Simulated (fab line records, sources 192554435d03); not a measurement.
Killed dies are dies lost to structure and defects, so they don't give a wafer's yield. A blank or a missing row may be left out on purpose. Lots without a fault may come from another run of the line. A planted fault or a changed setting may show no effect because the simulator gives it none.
Split-lot experiment | flow n5_finfet | 7 lots, 21 wafers read, on a route of 1938 steps

THE SPLIT
At N5_MIM_BOT_ETCH_ETCH_04 (etches SiNx in CF4/O2, target depth 26 nm, time 13 s), the setting time_s was moved away from the recipe's 13 s on 9 of the 21 wafers read, by -16.7% to +15.7%. The other wafers ran this setting at the recipe's value.

The reading is taken at the split's own step.

THE READING
etch.depth_nm (the simulator's own value, which no gauge read), in nm, at N5_MIM_BOT_ETCH_ETCH_04 (etches SiNx in CF4/O2, target depth 26 nm, time 13 s). The file gives no usual value for it. The 12 wafers here that ran the recipe average 26.22 nm, standard deviation 0.42 nm.

wafer  | tool, chamber at the split | time_s as run, s | against the recipe | etch.depth_nm, nm | against lot-mates on the recipe
L079.1 | rie_diel-04, 1             | 14.2             | +9.2%              | 28.94             | +2.67
L079.5 | rie_diel-04, 2             | 13               | recipe             | 26.27             | -
L079.6 | rie_diel-04, 1             | 14.2             | +9.2%              | 29.05             | +2.78
L084.4 | rie_diel-02, 3             | 13               | recipe             | 25.84             | -
L084.5 | rie_diel-02, 0             | 13               | recipe             | 27.01             | -
L084.6 | rie_diel-02, 1             | 13               | recipe             | 26.16             | -
L089.1 | rie_diel-05, 3             | 13               | recipe             | 26.52             | -
L089.3 | rie_diel-05, 0             | 15.04            | +15.7%             | 29.94             | +3.42
L089.6 | rie_diel-05, 3             | 15.04            | +15.7%             | 30.15             | +3.63
L087.2 | rie_diel-04, 1             | 13               | recipe             | 26.4              | -
L087.4 | rie_diel-04, 2             | 10.83            | -16.7%             | 21.59             | -4.81
L087.5 | rie_diel-04, 1             | 10.83            | -16.7%             | 21.98             | -4.42
L091.3 | rie_diel-05, 0             | 13               | recipe             | 25.71             | -
L091.4 | rie_diel-05, 3             | 11.93            | -8.2%              | 23.85             | -2.01
L091.6 | rie_diel-05, 3             | 13               | recipe             | 26.01             | -
L093.3 | rie_diel-05, 2             | 11.6             | -10.8%             | 23.14             | -2.24
L093.5 | rie_diel-05, 0             | 11.6             | -10.8%             | 22.79             | -2.59
L093.6 | rie_diel-05, 1             | 13               | recipe             | 25.38             | -
L092.2 | rie_diel-04, 3             | 13               | recipe             | 26.58             | -
L092.4 | rie_diel-04, 1             | 13               | recipe             | 26.52             | -
L092.6 | rie_diel-04, 2             | 13               | recipe             | 26.2              | -

THE FIT
A straight line over all 21 wafers: etch.depth_nm changes by +0.269 nm for each +1% of time_s; r = +0.99; the points scatter about the line by 0.4 nm.
The same after taking each lot's own level away (the mean of its wafers on the recipe; 21 wafers): +0.252 nm for each +1%; r = +0.99; scatter 0.34 nm.
On that fit, the largest move of time_s shifts the reading by 4.2 nm.
The lots' own levels span 25.380 to 26.520 nm, that is 2.7 times the standard deviation above.
So the lot-to-lot level changes the slope little: the two slopes agree.
Check: with one of the wafers moved furthest among these (-16.7%) left out of the fit, the line predicts -4.06 nm for it against its lot-mates. It came out at -4.81 nm against them.

THE FILE'S OWN FIT
etch.depth_nm changes by +0.252 nm for each +1% of time_s, r = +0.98.
